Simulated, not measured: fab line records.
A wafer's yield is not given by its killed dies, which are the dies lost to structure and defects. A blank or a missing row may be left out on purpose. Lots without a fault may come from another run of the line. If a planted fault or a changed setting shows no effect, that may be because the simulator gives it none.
fab line records	flow nandHarc
record lots=24	wafers=72	lastDay=24
route steps=1159 shown P_GATE@146 P_CONTACT@219 P_M0@277
lots that met no fault: from a run of the same line without faults
startH: hours from the record's opening day to when the first of the lot's shown wafers began	waitH: hours from the lot's prior step to this one	" same as the row above	L1.1+2: several wafers, shown together as one row	- no value, or no start was given	* or withheld: withheld	< > ~ a bound
route shown NAME@n: names a module that has steps shown in the file, with the first one's number in the route	usual: mean and standard deviation over wafers with no fault	same: alike in all rows	chamber/n: place in a boat	sites: readings site by site	_std_site: the standard deviation of these	_edge_site: inner sites' mean taken away from outer sites' mean	radiusMm: for every site, how far away it sits from the centre of the wafer	mask NAME#n: copy n	behind: the most recent tool/chamber to have shaped the wafer	hold: the reason the lot was held/the length of the hold in hours/how it ended	device: the transistor (n, p or np) that didn't switch	end of line: the same wafers' tests at the end of the route	a step given without rows: its recipe and nothing more	killed: dies that structure and defects cost at the first sort, which is not the same as the wafer's yield	map: shows each die of a wafer: x if killed, . if not, _ if none is there
set.NAME: setting as actually run; set.NAME@STEP: the setting as run at that earlier step	model.NAME: the simulator's own value behind a step, which no gauge read
route steps across a sampled set of lots; one table per step, one row per wafer
services: a tool's chamber out of use, with start hour (startH, from the record's first day; less than 0 if before it), hours out, and reason
## steps
# step NHARC_P_GATE_HM_OPEN_105
# recipe targetDepthA=3600	o2FlowSccm=400	cosFlowSccm=20	arFlowSccm=0	rfW=500	biasW=300	chemistry=O2/COS
# usual drypumpMotorCurrentA=5.6/0.56	mfcArSccm=0.009/0.0096	oesProductAu=1.001/0.0069	rfVppV=466.1/2.8	showerheadPlenumPTorr=3.07/0.13	throttleValvePct=28.331/0.011
lot.wafer	tool	chamber	startH	waitH	drypumpMotorCurrentA	mfcArSccm	oesProductAu	rfHoursCounterH	rfVppV	showerheadPlenumPTorr	throttleValvePct
L075.2	rieDiel-02	3	-	-	6.4	0	1.015	42	462.7	2.96	28.329
L075.5	"	0	"	"	5.7	0.022	0.988	-	463.5	2.97	28.336
L075.6	"	1	"	"	6.3	0	1.005	-	464.1	2.96	28.319
L074.3	rieDiel-04	3	-	-	5.0	0.012	1.000	28	462.8	2.96	28.335
L074.2	"	0	"	"	6.4	0.023	0.994	30	468.7	3.17	28.334
L074.5	"	2	"	"	5.3	0	1.012	-	471.1	3.28	28.344
L076.1	rieDiel-02	1	-	-	6.3	0	1.008	37	464.6	2.96	28.317
L076.2	"	3	"	"	6.4	0	1.006	43	462.7	2.96	28.304
L076.6	"	1	"	"	6.3	0	1.005	-	463.7	2.96	28.312
L077.3	rieDiel-04	3	-	-	4.9	0.012	1.005	29	463.9	2.96	28.342
L077.2	"	0	"	"	6.4	0.023	1.000	31	469.8	3.17	28.323
L077.4	"	1	"	"	5.3	0	0.999	32	465.9	3.00	28.335
L078.2	rieDiel-02	3	-	-	6.4	0	1.015	45	463.7	2.96	28.351
L078.3	"	0	"	"	5.7	0.022	1.000	44	463.1	2.97	28.337
L078.1	"	1	"	"	6.3	0	1.002	39	463.7	2.96	28.318
L079.4	rieDiel-02	3	-	-	6.4	0	0.993	48	463.4	2.96	28.340
L079.2	"	0	"	"	5.7	0.022	0.993	47	463.9	2.97	28.330
L079.3	"	2	"	"	5.2	0.010	0.987	43	465.3	3.11	28.343
L080.1	rieDiel-04	2	-	-	5.2	0	0.990	1	470.3	3.28	28.352
L080.2	"	0	"	"	6.4	0.023	0.995	1	468.4	3.16	28.336
L080.6	"	3	"	"	4.9	0.012	1.010	-	464.4	2.96	28.341
L081.3	rieDiel-05	1	-	-	5.9	0.036	0.999	51	466.1	3.15	28.333
L081.2	"	3	"	"	6.7	0.003	0.990	54	467.0	3.14	28.319
L081.5	"	1	"	"	5.9	0.036	0.999	-	467.9	3.15	28.323
L082.2	rieDiel-04	0	-	-	6.4	0.023	1.004	3	468.7	3.16	28.321
L082.3	"	2	"	"	5.3	0	1.004	4	469.6	3.28	28.342
L082.5	"	0	"	"	6.4	0.023	1.004	-	468.1	3.16	28.333
L083.2	rieDiel-04	2	-	-	5.3	0	1.007	4	470.1	3.28	28.345
L083.4	"	0	"	"	6.4	0.023	0.999	3	469.3	3.16	28.319
L083.3	"	1	"	"	5.3	0	0.994	4	464.9	2.99	28.327
L084.2	rieDiel-02	2	-	-	5.3	0.010	0.996	51	467.1	3.10	28.331
L084.1	"	0	"	"	5.7	0.022	0.994	56	463.0	2.97	28.336
L084.6	"	2	"	"	5.3	0.010	0.991	-	466.7	3.10	28.332
L085.2	rieDiel-04	2	-	-	5.3	0	1.005	10	469.9	3.28	28.329
L085.3	"	3	"	"	4.9	0.012	1.010	9	464.4	2.95	28.322
L085.5	"	1	"	"	5.3	0	1.004	-	462.3	2.99	28.329
L088.4	rieDiel-04	0	-	-	6.4	0.023	1.005	9	468.2	3.16	28.330
L088.5	"	3	"	"	4.9	0.012	0.999	-	464.1	2.95	28.337
L088.6	"	0	"	"	6.4	0.023	1.009	-	467.0	3.16	28.331
L087.3	rieDiel-04	2	-	-	5.3	0	0.994	10	470.8	3.28	28.336
L087.2	"	0	"	"	6.4	0.023	0.999	9	469.1	3.16	28.315
L087.5	"	3	"	"	4.9	0.012	1.004	-	464.2	2.95	28.341
L086.3	rieDiel-04	1	-	-	5.3	0	0.991	10	464.7	2.99	28.344
L086.6	"	1	"	"	5.3	0	0.991	-	464.4	2.99	28.346
L086.5	"	2	"	"	5.3	0	0.999	-	469.8	3.28	28.335
L089.2	rieDiel-04	0	-	-	6.4	0.023	1.004	10	467.7	3.16	28.326
L089.3	"	2	"	"	5.3	0	1.001	11	468.4	3.28	28.327
L089.1	"	3	"	"	4.9	0.012	0.990	10	464.4	2.95	28.328
L090.1	rieDiel-04	2	-	-	5.2	0	1.015	11	471.6	3.28	28.324
L090.5	"	0	"	"	6.3	0.023	1.007	-	467.6	3.16	28.315
L090.6	"	3	"	"	4.9	0.012	1.013	-	462.3	2.95	28.331
L091.2	rieDiel-02	2	-	-	5.3	0.010	0.988	11	465.6	3.10	28.321
L091.6	"	1	"	"	6.3	0	1.001	-	463.8	2.95	28.350
L091.5	"	2	"	"	5.3	0.010	0.994	-	466.6	3.10	28.327
L094.3	rieDiel-02	0	-	-	5.7	0.022	1.006	14	464.0	2.96	28.323
L094.2	"	2	"	"	5.3	0.010	0.994	15	467.9	3.09	28.337
L094.6	"	0	"	"	5.7	0.022	1.001	-	463.8	2.96	28.331
L092.1	rieDiel-02	2	-	-	5.3	0.010	0.990	16	465.9	3.09	28.331
L092.4	"	0	"	"	5.7	0.022	0.997	15	463.7	2.96	28.310
L092.2	"	1	"	"	6.3	0	1.014	14	464.8	2.94	28.338
L093.3	rieDiel-04	2	-	-	5.3	0	1.002	16	470.2	3.27	28.330
L093.5	"	1	"	"	5.3	0	0.994	-	464.7	2.99	28.335
L093.6	"	2	"	"	5.3	0	0.999	-	471.3	3.27	28.328
L095.2	rieDiel-04	2	-	-	5.2	0	0.998	19	469.3	3.27	28.347
L095.1	"	1	"	"	5.3	0	0.997	15	464.2	2.99	28.316
L095.5	"	2	"	"	5.2	0	1.008	-	470.2	3.27	28.348
L097.2	rieDiel-04	2	-	-	5.2	0	1.001	19	470.0	3.27	28.332
L097.1	"	3	"	"	4.9	0.012	1.009	18	462.7	2.95	28.327
L097.4	"	0	"	"	6.4	0.023	0.992	18	467.6	3.16	28.319
L096.2	rieDiel-04	2	-	-	5.2	0	1.001	19	472.1	3.27	28.330
L096.3	"	1	"	"	5.2	0	1.002	16	462.8	2.99	28.324
L096.6	"	2	"	"	5.2	0	1.007	-	469.5	3.27	28.326
# step NHARC_P_GATE_STRIP_113
# recipe powerW=1500	tempC=110	timeS=740	chemistry=N2/H2
# usual drypumpMotorCurrentA=5.6/0.58	heaterPowerW=85/3.9
lot.wafer	tool	chamber	startH	waitH	drypumpMotorCurrentA	heaterPowerW	rfHoursCounterH
L075.2	plasmaAsher-02	0	114.64	0.3	4.9	84	28
L075.5	"	1	"	"	6.1	82	-
L075.6	"	0	"	"	4.9	88	-
L074.2	plasmaAsher-01	0	115.26	0.3	5.2	89	3
L074.3	"	1	"	"	6.3	82	-
L074.5	"	1	"	"	6.3	84	-
L076.1	plasmaAsher-02	1	115.33	0.2	6.1	80	29
L076.2	"	0	"	"	4.9	88	29
L076.6	"	1	"	"	6.1	82	-
L077.2	plasmaAsher-02	0	121.47	0.3	4.9	85	30
L077.4	"	1	"	"	6.1	81	-
L077.3	"	0	"	"	4.9	85	-
L078.1	plasmaAsher-02	0	134.30	0.2	4.9	86	34
L078.2	"	1	"	"	6.1	81	34
L078.3	"	1	"	"	6.1	78	-
L079.2	plasmaAsher-02	1	143.20	0.2	6.1	79	38
L079.3	"	1	"	"	6.1	79	-
L079.4	"	0	"	"	4.9	84	-
L080.2	plasmaAsher-02	0	146.07	0.4	4.9	87	40
L080.1	"	1	"	"	6.1	81	40
L080.6	"	0	"	"	4.9	87	-
L081.2	plasmaAsher-02	1	148.68	0.2	6.1	82	41
L081.3	"	0	"	"	4.9	86	-
L081.5	"	1	"	"	6.0	82	-
L082.2	plasmaAsher-01	1	154.67	0.3	6.3	82	14
L082.3	"	0	"	"	5.2	88	-
L082.5	"	1	"	"	6.3	82	-
L083.2	plasmaAsher-02	1	159.85	0.3	6.1	80	45
L083.4	"	0	"	"	4.9	84	-
L083.3	"	1	"	"	6.1	81	-
L084.1	plasmaAsher-02	1	160.51	0.3	6.1	82	46
L084.2	"	0	"	"	4.9	87	46
L084.6	"	1	"	"	6.1	80	-
L088.4	plasmaAsher-01	1	184.46	0.5	6.3	81	-
L088.5	"	0	"	"	5.2	87	-
L088.6	"	1	"	"	6.3	83	-
L087.2	plasmaAsher-01	0	185.44	1.2	5.2	91	25
L087.3	"	1	"	"	6.3	83	-
L087.5	"	0	"	"	5.3	92	-
L085.2	plasmaAsher-01	0	186.78	1.6	5.2	91	26
L085.3	"	0	"	"	5.2	90	-
L085.5	"	0	"	"	5.2	91	-
L086.3	plasmaAsher-01	1	191.89	0.5	6.3	83	-
L086.5	"	0	"	"	5.2	90	-
L086.6	"	1	"	"	6.3	80	-
L090.1	plasmaAsher-01	0	197.96	0.2	5.2	90	33
L090.6	"	0	"	"	5.2	88	-
L090.5	"	1	"	"	6.3	83	-
L089.1	plasmaAsher-01	1	200.02	0.2	6.3	82	34
L089.2	"	0	"	"	5.2	92	34
L089.3	"	0	"	"	5.2	90	-
L091.2	plasmaAsher-01	1	207.80	0.2	6.3	83	36
L091.5	"	1	"	"	6.3	82	-
L091.6	"	0	"	"	5.3	92	-
L094.2	plasmaAsher-01	1	217.92	0.2	6.4	81	39
L094.3	"	1	"	"	6.3	82	-
L094.6	"	0	"	"	5.2	91	-
L092.2	plasmaAsher-02	1	218.81	0.3	6.1	91	7
L092.1	"	0	"	"	4.8	79	7
L092.4	"	1	"	"	6.1	88	-
L093.3	plasmaAsher-01	1	222.30	0.4	6.3	82	-
L093.6	"	1	"	"	6.3	83	-
L093.5	"	0	"	"	5.3	91	-
L095.1	plasmaAsher-01	1	231.98	0.2	6.3	83	44
L095.2	"	0	"	"	5.2	92	44
L095.5	"	1	"	"	6.3	83	-
L097.1	plasmaAsher-01	1	235.69	0.2	6.2	83	46
L097.2	"	0	"	"	5.2	90	46
L097.4	"	1	"	"	6.2	84	-
L096.2	plasmaAsher-01	1	237.69	0.2	6.3	85	47
L096.3	"	0	"	"	5.2	92	-
L096.6	"	0	"	"	5.2	87	-
# step NHARC_P_GATE_RTA_64
# recipe tempC=1050	timeS=1
# usual annealTempCMax=1054.7/1	lampPowerPct=33.41/0.24	lamp_zone_2_pct=33.41/0.24	wafer_temp_C_max=1053.8/0.95
lot.wafer	tool	chamber	startH	waitH	annealTempCMax	lampPowerPct	lamp_zone_2_pct	wafer_temp_C_max
L075.2	rtpAnneal-02	0	115.85	-	1055.0	33.25	33.26	1053.2
L075.5	"	0	"	"	1054.1	33.24	33.19	1053.4
L075.6	"	0	"	"	1054.5	33.18	33.17	1053.5
L074.2	rtpAnneal-01	0	116.45	-	1055.0	33.66	33.68	1052.8
L074.3	"	0	"	"	1056.1	33.69	33.69	1054.6
L074.5	"	0	"	"	1055.8	33.69	33.69	1054.5
L076.1	rtpAnneal-02	0	116.61	-	1054.2	33.17	33.17	1052.0
L076.2	"	0	"	"	1054.1	33.21	33.25	1052.7
L076.6	"	0	"	"	1053.3	33.18	33.21	1053.9
L077.2	rtpAnneal-02	0	122.77	-	1054.0	33.25	33.21	1053.4
L077.3	"	0	"	"	1053.7	33.28	33.19	1052.9
L077.4	"	0	"	"	1054.1	33.27	33.19	1053.4
L078.1	rtpAnneal-02	0	135.59	-	1053.4	33.27	33.22	1055.0
L078.2	"	0	"	"	1054.7	33.25	33.23	1053.9
L078.3	"	0	"	"	1053.6	33.27	33.19	1054.4
L079.2	rtpAnneal-02	0	144.51	-	1054.2	33.19	33.19	1053.1
L079.3	"	0	"	"	1053.6	33.19	33.23	1053.3
L079.4	"	0	"	"	1054.0	33.24	33.23	1053.3
L080.1	rtpAnneal-02	0	147.36	-	1053.4	33.26	33.26	1053.2
L080.2	"	0	"	"	1053.7	33.22	33.25	1053.5
L080.6	"	0	"	"	1053.5	33.24	33.19	1053.5
L081.2	rtpAnneal-01	0	149.99	-	1054.7	33.57	33.65	1053.4
L081.3	"	0	"	"	1056.5	33.64	33.68	1053.0
L081.5	"	0	"	"	1055.8	33.64	33.64	1054.0
L082.2	rtpAnneal-02	0	155.86	-	1053.3	33.22	33.22	1053.7
L082.3	"	0	"	"	1054.7	33.24	33.27	1052.5
L082.5	"	0	"	"	1054.2	33.21	33.33	1053.5
L083.2	rtpAnneal-02	0	161.05	-	1053.3	33.14	33.20	1053.6
L083.3	"	0	"	"	1054.6	33.18	33.16	1052.8
L083.4	"	0	"	"	1055.1	33.11	33.19	1053.9
L084.1	rtpAnneal-01	0	161.88	-	1055.3	33.73	33.75	1054.5
L084.2	"	0	"	"	1056.2	33.66	33.67	1056.0
L084.6	"	0	"	"	1055.6	33.69	33.70	1053.4
L088.4	rtpAnneal-02	0	185.46	-	1056.0	33.17	33.11	1052.0
L088.5	"	0	"	"	1054.9	33.17	33.20	1053.4
L088.6	"	0	"	"	1054.1	33.14	33.16	1053.5
L087.2	rtpAnneal-02	0	186.74	-	1056.2	33.25	33.22	1052.8
L087.3	"	0	"	"	1053.2	33.15	33.26	1053.3
L087.5	"	0	"	"	1054.3	33.23	33.22	1053.4
L085.2	rtpAnneal-02	0	188.09	-	1053.5	33.22	33.20	1053.0
L085.3	"	0	"	"	1056.0	33.18	33.18	1053.1
L085.5	"	0	"	"	1053.7	33.24	33.24	1053.4
L086.3	rtpAnneal-01	0	192.87	-	1055.1	33.67	33.70	1053.7
L086.5	"	0	"	"	1054.6	33.73	33.70	1053.7
L086.6	"	0	"	"	1056.3	33.72	33.66	1054.9
L090.1	rtpAnneal-01	0	199.25	-	1054.3	33.70	33.68	1054.1
L090.5	"	0	"	"	1056.7	33.70	33.70	1053.7
L090.6	"	0	"	"	1056.7	33.70	33.67	1053.8
L089.1	rtpAnneal-01	0	201.30	-	1054.7	33.69	33.73	1055.3
L089.2	"	0	"	"	1056.7	33.72	33.68	1053.3
L089.3	"	0	"	"	1054.1	33.70	33.72	1055.0
L091.2	rtpAnneal-01	0	209.10	-	1054.6	33.71	33.73	1055.2
L091.5	"	0	"	"	1057.0	33.75	33.70	1056.0
L091.6	"	0	"	"	1055.6	33.66	33.75	1055.7
L094.2	rtpAnneal-02	0	219.23	-	1054.2	33.21	33.25	1052.7
L094.3	"	0	"	"	1054.0	33.25	33.23	1054.1
L094.6	"	0	"	"	1054.2	33.22	33.17	1054.2
L092.1	rtpAnneal-01	0	220.09	-	1058.1	33.69	33.64	1054.4
L092.2	"	0	"	"	1055.8	33.65	33.57	1053.5
L092.4	"	0	"	"	1055.9	33.69	33.67	1057.8
L093.3	rtpAnneal-02	0	223.66	-	1053.6	33.18	33.21	1052.4
L093.5	"	0	"	"	1054.6	33.25	33.20	1053.4
L093.6	"	0	"	"	1054.3	33.25	33.23	1053.1
L095.1	rtpAnneal-01	0	233.26	-	1053.9	33.73	33.75	1053.9
L095.2	"	0	"	"	1056.4	33.75	33.71	1055.3
L095.5	"	0	"	"	1056.6	33.71	33.72	1054.2
L097.1	rtpAnneal-02	0	236.96	-	1055.7	33.21	33.26	1053.6
L097.2	"	0	"	"	1054.8	33.23	33.20	1053.0
L097.4	"	0	"	"	1055.6	33.22	33.22	1053.0
L096.2	rtpAnneal-01	0	239.00	-	1055.4	33.71	33.70	1054.9
L096.3	"	0	"	"	1056.4	33.76	33.67	1053.8
L096.6	"	0	"	"	1054.9	33.68	33.70	1054.5
# step NHARC_P_CONTACT_CMP_01
# recipe targetThkNm=200	material=SiO2
# usual motorCurrentA=12.0/0.86
lot.wafer	tool	chamber	startH	waitH	motorCurrentA
L075.2	cmp-02	0	117.92	-	14.0
L075.6	"	2	"	"	10.7
L075.5	"	3	"	"	11.6
L074.3	cmp-03	3	118.46	-	12.3
L074.2	"	2	"	"	11.4
L074.5	"	3	"	"	12.1
L076.1	cmp-02	2	118.67	-	10.7
L076.2	"	0	"	"	14.3
L076.6	"	2	"	"	11.1
L077.2	cmp-02	3	124.81	-	11.5
L077.4	"	1	"	"	12.9
L077.3	"	2	"	"	10.3
L078.3	cmp-01	1	137.63	-	11.6
L078.1	"	3	"	"	11.8
L078.2	"	0	"	"	11.7
L079.4	cmp-03	1	146.81	-	11.5
L079.3	"	2	"	"	11.5
L079.2	"	3	"	"	12.7
L080.1	cmp-01	1	149.43	-	11.7
L080.2	"	3	"	"	12.0
L080.6	"	1	"	"	12.1
L081.2	cmp-03	2	152.02	-	11.4
L081.3	"	3	"	"	12.5
L081.5	"	3	"	"	12.1
L082.2	cmp-01	1	158.14	-	12.2
L082.3	"	3	"	"	11.7
L082.5	"	1	"	"	10.9
L083.3	cmp-01	1	163.16	-	11.3
L083.4	"	2	"	"	12.6
L083.2	"	3	"	"	12.3
L084.2	cmp-01	3	164.10	-	12.4
L084.1	"	0	"	"	11.5
L084.6	"	3	"	"	12.3
L088.4	cmp-02	3	187.43	-	11.3
L088.5	"	3	"	"	11.5
L088.6	"	0	"	"	14.4
L087.3	cmp-01	3	188.76	-	11.4
L087.2	"	1	"	"	12.5
L087.5	"	3	"	"	12.0
L085.2	cmp-02	2	190.16	-	11.2
L085.3	"	3	"	"	11.6
L085.5	"	0	"	"	14.2
L086.3	cmp-02	1	195.00	-	13.0
L086.6	"	1	"	"	12.3
L086.5	"	2	"	"	10.8
L090.1	cmp-01	3	201.51	-	12.0
L090.6	"	3	"	"	12.2
L090.5	"	0	"	"	11.9
L089.1	cmp-01	2	203.37	-	12.3
L089.3	"	3	"	"	12.2
L089.2	"	0	"	"	12.0
L091.2	cmp-03	3	211.15	-	12.0
L091.6	"	2	"	"	11.1
L091.5	"	3	"	"	13.0
L094.3	cmp-02	3	221.31	-	11.4
L094.2	"	0	"	"	14.2
L094.6	"	1	"	"	11.7
L092.4	cmp-02	1	222.16	-	12.0
L092.2	"	2	"	"	10.8
L092.1	"	3	"	"	11.9
L093.3	cmp-01	2	225.78	-	12.6
L093.5	"	0	"	"	11.9
L093.6	"	1	"	"	12.8
L095.2	cmp-01	2	235.30	-	12.8
L095.1	"	1	"	"	11.4
L095.5	"	3	"	"	11.6
L097.4	cmp-01	1	239.05	-	12.0
L097.2	"	2	"	"	12.8
L097.1	"	3	"	"	11.9
L096.3	cmp-02	0	241.16	-	13.9
L096.2	"	1	"	"	11.9
L096.6	"	0	"	"	13.3
# step NHARC_P_CONTACT_CD_MEAS_19
# usual cdNm=90.2/1.1
lot.wafer	tool	chamber	startH	waitH	cdNm
L075.2	cdSem-03	-	120.02	-	88.2
L075.5	"	-	"	"	88.1
L075.6	"	-	"	"	89.1
L074.2	cdSem-03	-	120.35	-	90.5
L074.3	"	-	"	"	89.6
L074.5	"	-	"	"	90.6
L076.1	cdSem-01	-	120.72	-	89.3
L076.2	"	-	"	"	89.8
L076.6	"	-	"	"	91.4
L077.2	cdSem-01	-	126.70	-	90.0
L077.3	"	-	"	"	91.8
L077.4	"	-	"	"	90.3
L078.1	cdSem-03	-	139.54	-	89.0
L078.2	"	-	"	"	90.2
L078.3	"	-	"	"	90.2
L079.2	cdSem-02	-	148.57	-	90.3
L079.3	"	-	"	"	91.4
L079.4	"	-	"	"	90.7
L080.1	cdSem-03	-	151.32	-	90.4
L080.2	"	-	"	"	88.7
L080.6	"	-	"	"	91.5
L081.2	cdSem-02	-	153.94	-	88.8
L081.3	"	-	"	"	89.4
L081.5	"	-	"	"	89.2
L082.2	cdSem-01	-	160.14	-	90.5
L082.3	"	-	"	"	90.6
L082.5	"	-	"	"	90.9
L083.2	cdSem-01	-	165.06	-	90.0
L083.3	"	-	"	"	91.2
L083.4	"	-	"	"	90.9
L084.1	cdSem-01	-	166.05	-	88.9
L084.2	"	-	"	"	88.9
L084.6	"	-	"	"	89.4
L088.4	cdSem-01	-	189.33	-	90.8
L088.5	"	-	"	"	89.8
L088.6	"	-	"	"	89.5
L087.2	cdSem-02	-	190.52	-	89.6
L087.3	"	-	"	"	89.8
L087.5	"	-	"	"	90.7
L085.2	cdSem-03	-	192.10	-	92.8
L085.3	"	-	"	"	91.5
L085.5	"	-	"	"	92.4
L086.3	cdSem-01	-	196.76	-	91.1
L086.5	"	-	"	"	93.1
L086.6	"	-	"	"	91.5
L090.1	cdSem-01	-	203.73	-	88.9
L090.5	"	-	"	"	88.6
L090.6	"	-	"	"	88.5
L089.1	cdSem-03	-	205.41	-	91.4
L089.2	"	-	"	"	90.5
L089.3	"	-	"	"	91.0
L091.2	cdSem-01	-	213.05	-	89.8
L091.5	"	-	"	"	89.0
L091.6	"	-	"	"	88.8
L094.2	cdSem-02	-	223.15	-	90.9
L094.3	"	-	"	"	91.1
L094.6	"	-	"	"	90.5
L092.1	cdSem-03	-	224.35	-	88.8
L092.2	"	-	"	"	90.1
L092.4	"	-	"	"	89.8
L093.3	cdSem-02	-	227.66	-	89.6
L093.5	"	-	"	"	89.6
L093.6	"	-	"	"	87.3
L095.1	cdSem-02	-	237.06	-	91.3
L095.2	"	-	"	"	90.5
L095.5	"	-	"	"	90.5
L097.1	cdSem-03	-	240.91	-	89.2
L097.2	"	-	"	"	90.7
L097.4	"	-	"	"	90.6
L096.2	cdSem-02	-	242.90	-	90.9
L096.3	"	-	"	"	89.8
L096.6	"	-	"	"	89.8
# step NHARC_P_M0_ANNEAL_30
# recipe tempC=225	timeS=90
# usual annealTempCMax=226.03/0.28	wafer_temp_C_max=225.80/0.21
lot.wafer	tool	chamber	startH	waitH	annealTempCMax	wafer_temp_C_max
L075.2	rtpAnneal-02	0	128.59	0.4	226.13	225.53
L075.5	"	0	"	"	225.35	225.61
L075.6	"	0	"	"	225.92	225.54
L074.2	rtpAnneal-01	0	129.02	0.3	225.89	226.19
L074.3	"	0	"	"	226.43	225.65
L074.5	"	0	"	"	226.28	225.93
L076.1	rtpAnneal-02	0	129.84	-	225.88	225.72
L076.2	"	0	"	"	225.84	225.79
L076.6	"	0	"	"	225.87	226.01
L077.2	rtpAnneal-02	0	136.28	-	225.94	225.91
L077.3	"	0	"	"	225.91	225.69
L077.4	"	0	"	"	226.14	225.97
L078.1	rtpAnneal-01	0	148.10	0.3	226.10	225.73
L078.2	"	0	"	"	226.20	226.18
L078.3	"	0	"	"	225.78	226.06
L079.2	rtpAnneal-01	0	153.76	-	225.96	226.18
L079.3	"	0	"	"	226.39	225.90
L079.4	"	0	"	"	225.83	225.81
L080.1	rtpAnneal-02	0	156.42	0.3	225.77	225.39
L080.2	"	0	"	"	225.90	225.56
L080.6	"	0	"	"	225.87	225.53
L081.2	rtpAnneal-02	0	159.07	0.3	226.04	225.76
L081.3	"	0	"	"	226.01	225.42
L081.5	"	0	"	"	226.27	226.09
L082.2	rtpAnneal-01	0	165.63	-	226.13	225.80
L082.3	"	0	"	"	226.08	225.77
L082.5	"	0	"	"	226.36	225.73
L083.2	rtpAnneal-01	0	178.11	0.4	226.04	225.81
L083.3	"	0	"	"	226.44	225.60
L083.4	"	0	"	"	226.33	225.30
L084.1	rtpAnneal-02	0	178.28	-	225.93	225.89
L084.2	"	0	"	"	225.74	225.91
L084.6	"	0	"	"	225.70	225.69
L088.4	rtpAnneal-01	0	196.47	-	226.04	225.87
L088.5	"	0	"	"	226.20	225.78
L088.6	"	0	"	"	226.65	225.75
L087.2	rtpAnneal-01	0	199.69	0.4	226.09	225.65
L087.3	"	0	"	"	225.90	225.92
L087.5	"	0	"	"	226.42	226.22
L085.2	rtpAnneal-02	0	200.19	-	225.89	225.60
L085.3	"	0	"	"	225.94	225.66
L085.5	"	0	"	"	225.99	225.44
L086.3	rtpAnneal-02	0	213.87	0.3	225.73	225.86
L086.5	"	0	"	"	225.68	225.78
L086.6	"	0	"	"	225.65	225.59
L090.1	rtpAnneal-01	0	215.02	0.3	226.27	226.06
L090.5	"	0	"	"	226.56	225.65
L090.6	"	0	"	"	226.23	225.73
L089.1	rtpAnneal-02	0	215.57	-	226.06	225.68
L089.2	"	0	"	"	225.72	225.51
L089.3	"	0	"	"	225.75	225.99
L091.2	rtpAnneal-01	0	223.70	0.5	226.06	225.70
L091.5	"	0	"	"	226.52	225.88
L091.6	"	0	"	"	226.70	225.89
L094.2	rtpAnneal-01	0	230.23	-	226.88	225.93
L094.3	"	0	"	"	226.15	226.34
L094.6	"	0	"	"	226.29	225.68
L092.1	rtpAnneal-02	0	230.78	0.3	226.02	225.70
L092.2	"	0	"	"	225.69	225.51
L092.4	"	0	"	"	225.84	225.76
L093.3	rtpAnneal-01	0	232.59	0.3	226.32	225.59
L093.5	"	0	"	"	226.24	225.72
L093.6	"	0	"	"	226.43	225.87
L095.1	rtpAnneal-02	0	245.97	-	225.92	226.13
L095.2	"	0	"	"	226.01	225.66
L095.5	"	0	"	"	225.97	225.57
L097.1	rtpAnneal-02	0	249.23	0.3	226.04	225.69
L097.2	"	0	"	"	225.80	225.68
L097.4	"	0	"	"	226.23	226.00
L096.2	rtpAnneal-01	0	254.18	0.3	225.64	225.64
L096.3	"	0	"	"	225.84	226.17
L096.6	"	0	"	"	226.18	225.93
## services
tool	chamber	startH	hours	kind
plasmaAsher-02	-	78.17	16.0	repair
cmp-01	-	81.59	4.0	pm
rieDiel-04	0	90.97	-	clean
rieDiel-04	1	90.97	-	clean
rieDiel-04	2	90.97	-	clean
plasmaAsher-01	-	99.10	9.0	pm
rieDiel-02	-	104.45	9.1	repair
rieDiel-04	-	111.95	9.0	pm
cmp-02	-	128.50	4.0	pm
cmp-03	-	139.38	1.8	repair
cmp-02	-	141.51	1.2	repair
rieDiel-02	-	151.07	9.0	pm
cmp-03	-	157.48	4.0	pm
rieDiel-05	-	163.62	9.0	pm
cmp-01	-	174.42	1.2	repair
cmp-01	-	179.59	4.0	pm
rieDiel-05	3	180.98	16.1	repair
rieDiel-04	1	181.25	4.5	repair
plasmaAsher-02	-	183.17	9.0	pm
rieDiel-04	1	188.07	9.5	repair
rieDiel-04	-	217.85	0.2	repair
rieDiel-02	0	224.67	5.0	repair
cmp-02	-	226.50	4.0	pm
rieDiel-02	3	227.64	13.0	repair
## key
fault none
